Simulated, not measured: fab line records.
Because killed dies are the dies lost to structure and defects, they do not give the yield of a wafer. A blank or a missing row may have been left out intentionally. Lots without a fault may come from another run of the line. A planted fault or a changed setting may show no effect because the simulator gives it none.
A struck lot beside a sound one -- flow n5 finfet -- 16 steps out of a route of 1938
Sound: wafers L692.1, L692.3, L692.4. Struck: wafers L697.1, L697.6. (L697.3 of the same lot was not struck and is left out.) The cause comes at the end.
At each step with rows: each side's tool, then ch and its chambers, then its first start. Under that, the readings that differ: sound wafers -- struck wafers -- difference of the means -- sigmas: that difference in standard deviations of wafers without a fault.
alike: same words and numbers on both sides, and readings whose means sit less than 2 such deviations apart. not compared: any withheld reading, any reading some wafer has no value for, any bound like >300 that may hide the same value, and any number with overlapping values for which the record gives no deviation.
The two part at a step that has a row with sigmas, a row that says differs or no value, or rows on one side only. Numbers that don't overlap but have no deviation are shown without sigmas and don't part them. Lack of a reading on every wafer of one side parts them only where that side has two or more wafers.

first, 1 step without rows for these wafers: N5_FIN_SAQP_MANDREL1_REMOVE_56 (chemistry HBr/Cl2/O2, target a-Si, stops on SiNx, bt time 10 s).
N5_FIN_SAQP_CD_MEAS_27: the cd target is 20 nm.
  sound on cd sem-01 ch 0, day 2 12:35; struck on cd sem-02 ch 0, day 3 18:20
  alike: cd nm
N5_FIN_SAQP_ETCH_57: etches SiNx in CH3F/O2, target depth 32.5 nm, time 46.4 s.
  sound on rie diel-04 ch 0,2,3, day 2 13:10; struck on rie diel-06 ch 1,3, day 3 18:23
  alike: drypump motor current A, etch rf on time s, oes_f_703_au, oes product au, rf vpp V, showerhead plenum p Torr, throttle valve pct
  not compared: rf hours counter h
N5_FIN_SAQP_ETCH_65: etches SiO2 in CF4, target depth 4 nm, time 4.4 s.
  sound on rie si-01 ch 0,1,3, day 2 13:16; struck on rie si-01 ch 0,3, day 3 18:30
  alike: drypump motor current A, oes product au, throttle valve pct
  not compared: rf hours counter h
then, 3 steps without rows for these wafers: N5_FIN_SAQP_MANDREL_ETCH_58 (etches a-Si in HBr/Cl2, stops on SiNx, target depth 45 nm, bt time 10 s, time 27 s); N5_FIN_SAQP_RECESS_63 (chemistry HF/NH3, target SiO2, target depth 18 nm, afs cycles 3, sublimation time 60 s); N5_FIN_SAQP_COAT_68 (time 60 s, resist thk 100 nm).
N5_FIN_SAQP_ETCH_69: etches SOC in N2/H2, stops on SiNx, target depth 150 nm.
  sound on rie diel-05 ch 0,2,3, day 2 13:52; struck on rie diel-04 ch 0,2, day 3 19:04
  alike: drypump motor current A, oes product au, rf vpp V, showerhead plenum p Torr, throttle valve pct
  not compared: rf hours counter h
then, 1 step without rows for these wafers: N5_FIN_SAQP_ETCH_67 (etches SiNx in CH3F/O2, target depth 30 nm).
N5_FIN_SAQP_STRIP_70: strips in N2/H2.
  sound on rie diel-05 ch 0,2,3, day 2 13:58; struck on rie diel-04 ch 0,2, day 3 19:10
reading,sound,struck,difference,sigmas
throttle valve pct (%),18.53 18.29 18.76,18.94 19.25,+0.57,+2
  alike: drypump motor current A, oes product au, rf vpp V, showerhead plenum p Torr
  not compared: rf hours counter h
then, 1 step without rows for these wafers: N5_FIN_SAQP_RECESS_71 (chemistry HF/NH3, target SiO2, target depth 3 nm, afs cycles 1, sublimation time 60 s).
N5_FIN_SAQP_SPACER2_ALD_28: deposits SiO2, target thk 8.1 nm, pulse time 1 s, purge time 2 s.
  sound on ald sin-04 ch 0,1,2, day 2 14:10; struck on ald sin-01 ch 0,3, day 3 19:22
  alike: heater power outer w, heater power w, precursor pulse height rel
N5_FIN_SAQP_SPACER2_ETCHBACK_29: etches SiO2 in CHF3/O2, target depth 12.2 nm, time 6.1 s.
  sound on rie diel-04 ch 0,2,3, day 2 14:34; struck on rie diel-05 ch 0,2, day 3 19:46
reading,sound,struck,difference,sigmas
oes product au (a.u.),0.90 0.86 0.83,0.59 0.53,-0.30,-4
  alike: drypump motor current A, oes_f_703_au, rf vpp V, showerhead plenum p Torr, throttle valve pct
  not compared: rf hours counter h
then, 1 step without rows for these wafers: N5_FIN_SAQP_MANDREL2_REMOVE_60 (chemistry HBr/Cl2/O2, target a-Si, stops on SiNx, bt time 10 s).
-- record jumps: 6 days separate the struck wafers' starts on either side; left off in module FIN_SAQP, taken up again in module BEOL_M4, whose first shown step is the route's number 1111 --
N5_BEOL_M4_RC_MEAS_101:
  sound on prober-01 ch 0, day 8 13:57; struck on prober-01 ch 0, day 9 18:31
  alike: DIBL_N, DIBL_P, IOFF_N, IOFF_P, ION_N, ION_P, SS_N, SS_P, VT_N, VT_P
-- a jump in the record: the struck wafers' starts before and after are 5 days apart (it breaks off in module BEOL_M4 and resumes in module PASSIVATION, where the first step shown is number 1936 of the route) --
N5_PASSIVATION_PROBE_49:
  sound on prober-02, day 14 06:30; struck on prober-02, day 14 11:20
reading,sound,struck,difference,sigmas
defect limited yield (%),93.0 91.2 90.0,87.1 88.0,-3.9,-2
killed at contacts,6 10 19,35 25,+18,+3
killed dies,83 104 118,152 142,+45,+2
killed short,33 24 37,57 53,+24,+3
sort_bin_5_function (%),4.0 4.8 5.8,6.8 7.5,+2.3,+2
sort n pass,1097 1076 1062,1028 1038,-45,-2
sort yield pct (%),93.0 91.2 90.0,87.1 88.0,-3.9,-2
  alike: killed_at_M0_to_M3, killed_at_M4_up, killed at front end, killed at other, killed on rim, killed open, sort_bin_6_memory

== WHERE THEY PART ==
Last at N5_PASSIVATION_PROBE_49 as far as this record goes, first at N5_FIN_SAQP_STRIP_70.

WHY: what had been put in by the simulator
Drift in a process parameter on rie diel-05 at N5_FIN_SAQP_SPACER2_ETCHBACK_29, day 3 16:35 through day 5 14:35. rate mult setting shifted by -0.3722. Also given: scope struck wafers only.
